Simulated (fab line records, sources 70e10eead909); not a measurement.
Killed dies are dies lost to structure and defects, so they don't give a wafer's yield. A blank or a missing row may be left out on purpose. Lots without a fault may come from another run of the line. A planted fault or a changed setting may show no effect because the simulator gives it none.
Which tool did it? | flow nand_harc | 11 lots, 33 wafers sampled, at 5 steps of a route of 1302

WHAT THE GAUGES READ, wafer by wafer
NHARC_THIN_TSV_CD_MEAS_33: target cd 5000 nm. Usual: cd_nm 4999.3 nm, standard deviation 1.6.
lot  | measured     | on        | cd_nm (nm)           | flag
L716 | day 23 22:39 | cd_sem-01 | 4999.3 4996.9 4999.2 |
L718 | day 24 13:25 | cd_sem-02 | 5001.8 4997.4 4998.8 |
L720 | day 25 15:01 | cd_sem-01 | 5001.5 4998.6 4998.1 |
L721 | day 26 07:46 | cd_sem-02 | 4997.1 4999.0 4998.3 |
L722 | day 27 13:40 | cd_sem-03 | 4999.1 5000.4 5000.4 |
L723 | day 27 06:22 | cd_sem-03 | 4999.2 5000.1 4999.5 |
L725 | day 27 19:04 | cd_sem-01 | 5001.7 4998.7 5000.0 |
L730 | day 31 03:34 | cd_sem-01 | 4999.6 4997.9 5002.1 |
L732 | day 30 08:04 | cd_sem-02 | 4997.6 5001.4 4998.6 |
L733 | day 30 19:32 | cd_sem-01 | 4997.5 5001.7 4999.0 |
L739 | day 33 15:41 | cd_sem-03 | 4999.9 5002.6 4998.7 |

NHARC_END_WLT_00. Usual: VT_DECK1_BOTTOM 0.873, standard deviation 0.0078; VT_DECK1_BOTTOM_INNER 0.872, standard deviation 0.0075; VT_DECK1_MEDIAN_NEAR_BOTTOM 0.873, standard deviation 0.008; VT_DECK1_MEDIAN_NEAR_BOTTOM_INNER 0.873, standard deviation 0.008; VT_DECK1_MIDDLE 0.884, standard deviation 0.0076; VT_DECK1_MIDDLE_INNER 0.885, standard deviation 0.0082; VT_DECK1_TOP 0.896, standard deviation 0.0076; VT_DECK1_TOP_INNER 0.896, standard deviation 0.0076; VT_DECK2_BOTTOM 0.870, standard deviation 0.0089; VT_DECK2_BOTTOM_INNER 0.870, standard deviation 0.0084; VT_DECK2_MEDIAN_NEAR_BOTTOM 0.871, standard deviation 0.008; VT_DECK2_MEDIAN_NEAR_BOTTOM_INNER 0.871, standard deviation 0.0085; VT_DECK2_MIDDLE 0.883, standard deviation 0.0084; VT_DECK2_MIDDLE_INNER 0.883, standard deviation 0.0077; VT_DECK2_TOP 0.896, standard deviation 0.0074; VT_DECK2_TOP_INNER 0.895, standard deviation 0.0065.
lot  | measured     | on        | VT_DECK1_BOTTOM   | VT_DECK1_BOTTOM_INNER | VT_DECK1_MEDIAN_NEAR_BOTTOM | VT_DECK1_MEDIAN_NEAR_BOTTOM_INNER | VT_DECK1_MIDDLE   | VT_DECK1_MIDDLE_INNER | VT_DECK1_TOP      | VT_DECK1_TOP_INNER | VT_DECK2_BOTTOM   | VT_DECK2_BOTTOM_INNER | VT_DECK2_MEDIAN_NEAR_BOTTOM | VT_DECK2_MEDIAN_NEAR_BOTTOM_INNER | VT_DECK2_MIDDLE   | VT_DECK2_MIDDLE_INNER | VT_DECK2_TOP      | VT_DECK2_TOP_INNER | flag
L716 | day 24 10:39 | prober-01 | 0.869 0.876 0.857 | 0.865 0.879 0.853     | 0.865 0.876 0.867           | 0.869 0.866 0.861                 | 0.880 0.884 0.874 | 0.880 0.884 0.881     | 0.899 0.883 0.891 | 0.896 0.899 0.894  | 0.887 0.886 0.877 | 0.886 0.881 0.874     | 0.892 0.887 0.875           | 0.897 0.885 0.876                 | 0.892 0.892 0.880 | 0.893 0.891 0.884     | 0.902 0.901 0.900 | 0.903 0.896 0.895  |
L718 | day 24 19:59 | prober-02 | 0.870 0.848 0.862 | 0.867 0.865 0.869     | 0.863 0.868 0.860           | 0.866 0.866 0.866                 | 0.873 0.866 0.874 | 0.868 0.870 0.865     | 0.885 0.881 0.891 | 0.879 0.879 0.887  | 0.876 0.872 0.882 | 0.868 0.880 0.880     | 0.876 0.875 0.879           | 0.872 0.873 0.885                 | 0.884 0.885 0.885 | 0.879 0.885 0.887     | 0.896 0.894 0.899 | 0.897 0.902 0.901  |
L720 | day 25 21:17 | prober-01 | 0.879 0.873 0.868 | 0.872 0.863 0.875     | 0.888 0.876 0.874           | 0.873 0.875 0.867                 | 0.886 0.883 0.884 | 0.886 0.884 0.884     | 0.892 0.881 0.889 | 0.895 0.890 0.895  | 0.881 0.868 0.873 | 0.868 0.874 0.872     | 0.877 0.877 0.870           | 0.880 0.875 0.877                 | 0.883 0.877 0.893 | 0.886 0.883 0.889     | 0.886 0.899 0.898 | 0.894 0.897 0.895  |
L721 | day 26 15:05 | prober-01 | 0.872 0.870 0.871 | 0.877 0.875 0.869     | 0.878 0.882 0.876           | 0.874 0.877 0.880                 | 0.891 0.893 0.888 | 0.890 0.891 0.887     | 0.901 0.900 0.903 | 0.898 0.910 0.896  | 0.856 0.873 0.868 | 0.865 0.868 0.868     | 0.864 0.867 0.864           | 0.861 0.867 0.863                 | 0.872 0.884 0.880 | 0.880 0.885 0.878     | 0.887 0.890 0.898 | 0.886 0.894 0.891  |
L722 | day 27 21:58 | prober-02 | 0.873 0.878 0.879 | 0.878 0.876 0.885     | 0.876 0.881 0.872           | 0.876 0.873 0.883                 | 0.886 0.891 0.891 | 0.888 0.886 0.889     | 0.907 0.895 0.904 | 0.905 0.895 0.900  | 0.855 0.853 0.855 | 0.859 0.848 0.856     | 0.862 0.858 0.852           | 0.856 0.868 0.862                 | 0.884 0.876 0.877 | 0.872 0.873 0.876     | 0.888 0.886 0.889 | 0.886 0.890 0.896  |
L723 | day 27 12:35 | prober-02 | 0.887 0.880 0.877 | 0.874 0.880 0.878     | 0.879 0.886 0.874           | 0.883 0.874 0.871                 | 0.887 0.895 0.884 | 0.886 0.894 0.883     | 0.904 0.899 0.899 | 0.902 0.897 0.903  | 0.881 0.882 0.882 | 0.881 0.874 0.880     | 0.881 0.872 0.874           | 0.877 0.881 0.878                 | 0.895 0.886 0.895 | 0.889 0.897 0.889     | 0.891 0.908 0.901 | 0.892 0.901 0.901  |
L725 | day 28 04:16 | prober-01 | 0.882 0.884 0.889 | 0.881 0.885 0.886     | 0.880 0.889 0.890           | 0.892 0.891 0.894                 | 0.895 0.902 0.906 | 0.900 0.898 0.903     | 0.906 0.910 0.913 | 0.911 0.910 0.910  | 0.880 0.880 0.871 | 0.879 0.873 0.861     | 0.876 0.872 0.871           | 0.886 0.887 0.871                 | 0.892 0.890 0.883 | 0.890 0.890 0.892     | 0.902 0.891 0.898 | 0.910 0.892 0.897  |
L730 | day 31 10:08 | prober-01 | 0.877 0.871 0.867 | 0.873 0.869 0.867     | 0.870 0.871 0.869           | 0.877 0.877 0.866                 | 0.872 0.885 0.869 | 0.884 0.883 0.877     | 0.887 0.899 0.887 | 0.888 0.896 0.877  | 0.865 0.876 0.868 | 0.868 0.870 0.855     | 0.872 0.870 0.866           | 0.862 0.873 0.861                 | 0.879 0.884 0.871 | 0.882 0.877 0.887     | 0.894 0.899 0.896 | 0.893 0.890 0.890  |
L732 | day 30 14:50 | prober-02 | 0.873 0.878 0.877 | 0.876 0.877 0.874     | 0.868 0.872 0.870           | 0.875 0.874 0.869                 | 0.880 0.885 0.882 | 0.882 0.889 0.889     | 0.900 0.903 0.902 | 0.897 0.900 0.905  | 0.868 0.864 0.874 | 0.860 0.869 0.868     | 0.854 0.869 0.868           | 0.858 0.875 0.866                 | 0.875 0.883 0.877 | 0.876 0.878 0.886     | 0.889 0.896 0.893 | 0.890 0.890 0.890  |
L733 | day 31 04:51 | prober-02 | 0.849 0.869 0.863 | 0.857 0.861 0.862     | 0.855 0.859 0.864           | 0.855 0.865 0.854                 | 0.877 0.870 0.875 | 0.875 0.881 0.866     | 0.883 0.884 0.886 | 0.883 0.887 0.886  | 0.862 0.859 0.856 | 0.867 0.860 0.860     | 0.865 0.864 0.868           | 0.862 0.865 0.859                 | 0.870 0.875 0.887 | 0.875 0.878 0.891     | 0.899 0.898 0.893 | 0.895 0.896 0.891  |
L739 | day 33 21:44 | prober-01 | 0.873 0.878 0.882 | 0.880 0.872 0.878     | 0.876 0.880 0.884           | 0.877 0.878 0.874                 | 0.889 0.884 0.886 | 0.888 0.880 0.888     | 0.894 0.893 0.904 | 0.894 0.897 0.905  | 0.871 0.861 0.869 | 0.865 0.872 0.867     | 0.869 0.874 0.870           | 0.870 0.867 0.875                 | 0.877 0.881 0.883 | 0.879 0.877 0.890     | 0.904 0.894 0.894 | 0.897 0.886 0.897  |

NHARC_END_SORT_01. Usual: defect_limited_yield 90.2 %, standard deviation 2.3; killed_at_array 62, standard deviation 15; killed_at_other 0.8, standard deviation 1; killed_at_periphery 3.7, standard deviation 2.6; killed_dies 66, standard deviation 15; killed_open 3.1, standard deviation 1.8; killed_short 2.6, standard deviation 1.7.
lot  | measured     | on        | defect_limited_yield (%) | killed_at_array | killed_at_other | killed_at_periphery | killed_dies | killed_open | killed_short | flag
L716 | day 24 13:38 | prober-01 | 91.3 88.2 90.5           | 55 70 58        | 0 2 1           | 4 8 5               | 59 80 64    | 2 2 3       | 5 2 3        |
L718 | day 24 23:14 | prober-02 | 86.4 89.2 88.2           | 84 67 76        | 2 3 1           | 6 3 3               | 92 73 80    | 1 2 4       | 1 1 4        |
L720 | day 26 00:17 | prober-01 | 86.0 85.8 88.5           | 89 95 76        | 0 0 0           | 6 1 2               | 95 96 78    | 3 7 3       | 2 2 3        |
L721 | day 26 18:41 | prober-01 | 88.0 86.9 87.3           | 79 83 82        | 0 2 1           | 2 4 3               | 81 89 86    | 4 8 1       | 4 1 1        |
L722 | day 28 01:52 | prober-02 | 87.6 87.0 88.9           | 79 87 72        | 0 1 1           | 5 0 2               | 84 88 75    | 5 6 3       | 3 2 0        |
L723 | day 27 15:35 | prober-02 | 95.4 93.2 94.7           | 28 43 34        | 1 1 0           | 2 2 2               | 31 46 36    | 3 3 0       | 0 1 1        |
L725 | day 28 07:16 | prober-01 | 91.7 90.1 90.8           | 56 64 60        | 0 0 0           | 0 3 2               | 56 67 62    | 1 7 3       | 5 2 2        |
L730 | day 31 13:26 | prober-01 | 82.3 80.5 85.4           | 71 70 56        | 1 0 0           | 48 62 43            | 120 132 99  | 3 1 4       | 3 3 2        | OFF
L732 | day 30 17:49 | prober-02 | 79.6 84.8 81.2           | 61 55 46        | 1 0 1           | 76 48 80            | 138 103 127 | 7 5 5       | 5 3 5        | OFF
L733 | day 31 07:50 | prober-02 | 82.4 85.1 87.4           | 51 50 45        | 1 0 0           | 67 51 40            | 119 101 85  | 2 2 3       | 2 2 6        | OFF
L739 | day 34 00:46 | prober-01 | 90.8 91.4 92.8           | 59 55 42        | 2 3 1           | 1 0 6               | 62 58 49    | 1 2 4       | 2 2 2        |

WHICH TOOL RAN EACH LOT (tool, then ch and the chambers of the sampled wafers, then the start)
lot  | NHARC_P_M1_PVD_21            | NHARC_THIN_TSV_ETCH_36
L716 | pvd_sputter-03, day 6 06:49  | rie_metal-01 ch 0,1, day 23 23:13
L718 | pvd_sputter-03, day 7 03:12  | rie_metal-01 ch 0,1, day 24 13:58
L720 | pvd_sputter-01, day 7 19:17  | rie_metal-03 ch 0, day 25 15:49
L721 | pvd_sputter-01, day 8 05:53  | rie_metal-03 ch 0, day 26 08:32
L722 | pvd_sputter-03, day 8 22:16  | rie_metal-01 ch 0,1, day 27 14:13
L723 | pvd_sputter-02, day 9 06:01  | rie_metal-01 ch 0,1, day 27 06:55
L725 | pvd_sputter-02, day 10 04:35 | rie_metal-03 ch 0, day 27 19:50
L730 | pvd_sputter-03, day 12 15:43 | rie_metal-02 ch 0,1, day 31 04:07
L732 | pvd_sputter-03, day 13 02:14 | rie_metal-02 ch 1, day 30 08:37
L733 | pvd_sputter-03, day 13 04:41 | rie_metal-02 ch 0,1, day 30 20:05
L739 | pvd_sputter-01, day 15 16:02 | rie_metal-01 ch 0,1, day 33 16:14
- NHARC_P_M1_PVD_21: deposits Cu, target thk 30 nm, time 20.49 s.
- NHARC_THIN_TSV_ETCH_36: etches the open film in Cl2/BCl3, target depth 65 nm, time 18.571 s.

WHAT THE TOOLS THEMSELVES READ (means of the sampled wafers that have a number; where no wafer has one, the mark that the record gives instead)
NHARC_P_M1_PVD_21. Usual: throttle_valve_pct 30.8 %, standard deviation 0.89.
lot  | tool           | throttle_valve_pct (%) | flag
L716 | pvd_sputter-03 | 31.3                   |
L718 | pvd_sputter-03 | 31.2                   |
L720 | pvd_sputter-01 | 30.7                   |
L721 | pvd_sputter-01 | 30.9                   |
L722 | pvd_sputter-03 | 31.6                   |
L723 | pvd_sputter-02 | 30.1                   |
L725 | pvd_sputter-02 | 31.1                   |
L730 | pvd_sputter-03 | 31.0                   |
L732 | pvd_sputter-03 | 30.4                   |
L733 | pvd_sputter-03 | 30.4                   |
L739 | pvd_sputter-01 | 30.0                   |

NHARC_THIN_TSV_ETCH_36. Usual: drypump_motor_current_A 6.2 A, standard deviation 0.38; oes_product_au 0.998 a.u., standard deviation 0.0096.
lot  | tool         | drypump_motor_current_A (A) | oes_product_au (a.u.) | flag
L716 | rie_metal-01 | 6.7                         | 1.000                 |
L718 | rie_metal-01 | 6.7                         | 1.001                 |
L720 | rie_metal-03 | 6.0                         | 1.005                 |
L721 | rie_metal-03 | 6.0                         | 1.006                 |
L722 | rie_metal-01 | 6.7                         | 0.996                 |
L723 | rie_metal-01 | 6.7                         | 0.999                 |
L725 | rie_metal-03 | 6.0                         | 1.005                 |
L730 | rie_metal-02 | 5.8                         | 0.991                 |
L732 | rie_metal-02 | 5.8                         | 1.001                 |
L733 | rie_metal-02 | 5.8                         | 0.996                 |
L739 | rie_metal-01 | 6.6                         | 0.997                 |

THE ANSWER, worked out from the rows above alone
Rule: a lot is off if the mean of its wafers that have a number lies more than 3 standard deviations from the usual mean. A lot without any number at a reading at which 4 lots or more have one is off too. The other lots that the step has rows for count as sound. The gauges are gone through in route order, then the tools' own readings, and for those a lot's mean is taken as printed above. The first step at which some lot is off is used, and at that step the reading that is off furthest; a lot without a number counts as furthest.
Off: L730, L732, L733, at NHARC_END_SORT_01 (killed_at_periphery).
A tool fits if, at a process step before that reading, it ran every lot that is off, and no sound lot after the first of them. The gauges at NHARC_END_SORT_01 are tried like those tools. Can't be told from this: 2 tools fit, pvd_sputter-03 at NHARC_P_M1_PVD_21, rie_metal-02 at NHARC_THIN_TSV_ETCH_36.

WHAT THE SIMULATOR HAD PUT IN
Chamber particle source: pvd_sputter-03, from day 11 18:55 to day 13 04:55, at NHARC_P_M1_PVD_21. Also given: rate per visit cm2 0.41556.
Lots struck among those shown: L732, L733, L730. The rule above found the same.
